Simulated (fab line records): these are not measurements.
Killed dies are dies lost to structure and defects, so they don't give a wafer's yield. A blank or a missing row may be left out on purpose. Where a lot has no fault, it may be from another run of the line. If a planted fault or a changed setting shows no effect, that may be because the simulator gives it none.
Chamber matching	flow n5-finfet	4 sister chambers for N5_GATE_CUT_STRIP_42 on rie-diel-06
The step strips in O2. 14 wafers are shown with their chamber, then 7 later ones without.

## WAFERS WITH THEIR CHAMBER
wafer	chamber	showerhead-plenum-p-Torr (Torr)	drypump-motor-current-A (A)	oes-product-au (a.u.)
L075.1	2	2.18	5.6	0.76
L075.2	1	2.08	6.6	0.69
L075.3	3	2.19	5.7	0.73
L075.4	0	2.03	5.1	0.83
L075.5	2	2.18	5.6	0.76
L075.6	1	2.08	6.6	0.70
L076.1	0	2.03	5.2	0.83
L076.3	2	2.18	5.6	0.76
L076.6	0	2.03	5.2	0.82
L081.1	1	2.08	6.5	0.69
L081.3	3	2.19	5.6	0.73
L081.6	0	2.03	5.1	0.81
L082.2	3	2.19	5.6	0.72
L082.4	2	2.17	5.6	0.75

SIGNATURES (averages over the wafers above)
reading	chamber 0	chamber 1	chamber 2	chamber 3	scatter within a chamber
showerhead-plenum-p-Torr	2.0300	2.0800	2.1775	2.1900	0.00274
drypump-motor-current-A	5.150	6.567	5.600	5.633	0.0483
oes-product-au	0.8225	0.6933	0.7575	0.7267	0.00695
Rule: for a wafer and a chamber, the distance is found by dividing, reading by reading, the gap between the wafer's reading and the chamber's mean by the reading's scatter, squaring, summing and taking the root. The wafer belongs to the nearest chamber; if the next one is less than 2 further off, it can't be placed. How the scatter is found: for the shown wafers, subtract from each reading the mean of its chamber, square and add these, divide the total by (wafers less chambers), then take the root.

## WAFERS WHOSE CHAMBER IS MISSING
wafer	showerhead-plenum-p-Torr (Torr)	drypump-motor-current-A (A)	oes-product-au (a.u.)
L082.5	2.03	5.2	0.82
L091.1	2.18	5.6	0.71
L091.2	2.07	6.5	0.68
L091.4	2.17	5.6	0.75
L095.1	2.02	5.2	0.80
L095.3	2.18	5.6	0.71
L095.5	2.02	5.2	0.79

## THE CHAMBER EACH PASSED THROUGH
wafer	from the rows above	in truth
L082.5	0	0
L091.1	3	3
L091.2	1	1
L091.4	2	2
L095.1	0	0
L095.3	3	3
L095.5	0	0
Correct placement for 7 of the 7. Number that these rows cannot place: 0. Number placed wrongly: 0.
